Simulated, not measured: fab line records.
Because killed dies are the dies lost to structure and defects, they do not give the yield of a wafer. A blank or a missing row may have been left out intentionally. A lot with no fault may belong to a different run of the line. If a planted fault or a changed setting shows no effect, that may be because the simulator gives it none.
Which tool is to blame? -- flow n5_finfet -- route of 1938 steps, sampled at 1 step: 12 lots, 36 wafers

WHAT EACH GAUGE READ, for each wafer
N5_BEOL_M7_RS_MEAS_57: uses a four-point probe to measure.
lot,measured,on,M7_RS (ohm/sq)
L075,day 9 12:51,film_metro-02,0.288 0.284 0.284
L076,day 10 10:47,film_metro-01,0.300 0.299 0.261
L079,day 10 17:46,film_metro-01,0.281 0.286 0.296
L082,day 11 21:47,film_metro-01,0.297 0.268 0.282
L083,day 12 06:50,film_metro-01,0.299 0.280 0.271
L085,day 12 20:53,film_metro-01,0.283 0.279 0.274
L088,day 13 09:27,film_metro-02,0.295 0.290 0.292
L090,day 14 02:05,film_metro-01,0.282 0.297 0.297
L091,day 14 19:54,film_metro-01,0.269 0.288 0.275
L095,day 15 05:21,film_metro-01,0.301 0.291 0.301
L094,day 15 09:11,film_metro-02,0.285 0.260 0.282
L096,day 15 17:33,film_metro-02,0.280 0.276 0.281

WHAT TOOL EACH LOT RAN ON (gives the tool, then ch and the chambers of the sampled wafers, and finally the start)
No process step before these readings appears in the record.

THE ANSWER, worked out from the rows above alone
Rule: what is usual is taken from the lots themselves. The widest of any qualifying gaps counts: lots, ordered by their means at a reading, are off when they make up no more than a third of the lots, leave a main group of 4 or more, and stand apart from it by 3 or more times the standard deviation of that group's means. A main group whose means are all the same, to the digits that the tables above print for the reading, isn't used. Also off: a lot with no number at a reading for which 4 or more lots have one. All remaining lots with rows at the step are treated as sound.
None of the lots is off at any reading shown; this tells nothing.

WHAT WAS PUT IN BY THE SIMULATOR
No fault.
